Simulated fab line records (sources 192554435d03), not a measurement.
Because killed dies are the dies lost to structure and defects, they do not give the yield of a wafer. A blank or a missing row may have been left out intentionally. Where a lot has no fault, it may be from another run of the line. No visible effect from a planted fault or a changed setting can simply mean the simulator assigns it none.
Chamber matching	flow n5 finfet	N5_BEOL_M9_CMP_52 on cmp-03: 4 sister chambers
The step polishes, stops on SiCOH lowk, t overpolish 7 s, target thk 140 nm. 8 wafers are shown with their chamber, then 7 later ones without.

== WAFERS WITH THEIR CHAMBER ==
wafer	chamber	motor current A (A)	platen rpm (rpm)
L078.3	3	7.3	49.98
L078.4	2	7.2	49.93
L078.5	0	7.6	49.99
L077.1	3	7.4	49.97
L077.2	1	6.4	50.04
L077.6	0	7.1	49.98
L080.2	2	7.0	49.94
L080.3	1	6.4	50.05

== WAFERS WITHOUT THEIR CHAMBER ==
wafer	motor current A (A)	platen rpm (rpm)
L080.5	7.1	50.00
L088.2	7.4	50.00
L088.3	7.5	50.02
L088.4	7.3	50.09
L089.2	7.3	50.04
L089.3	6.5	49.96
L089.4	8.0	49.98

== CHAMBER TAKEN BY EACH ==
wafer	from the rows above	in truth
L080.5	can't be placed: 0 or 3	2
L088.2	can't be placed: 0 or 3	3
L088.3	can't be placed: 0 or 3 or 1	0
L088.4	1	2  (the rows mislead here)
L089.2	1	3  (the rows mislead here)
L089.3	can't be placed: 2 or 3 or 0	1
L089.4	can't be placed: 0 or 3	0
0 of 7 placed correctly. Not placeable from these rows: 5 (in 3, the candidates include the true chamber). 2 placed wrongly.
How it was worked out, from the rows above alone: a wafer's distance from a chamber is the root of the sum, over the readings, of the square of ((its reading less the chamber's mean) divided by the reading's scatter). The wafer belongs to the nearest chamber; if the next one is less than 2 further off, it can't be placed. Each chamber's mean is taken over the wafers shown for it. The scatter: take each reading less its chamber's mean, square it, sum over the shown wafers, divide by the number of wafers less the number of chambers, and take the root.
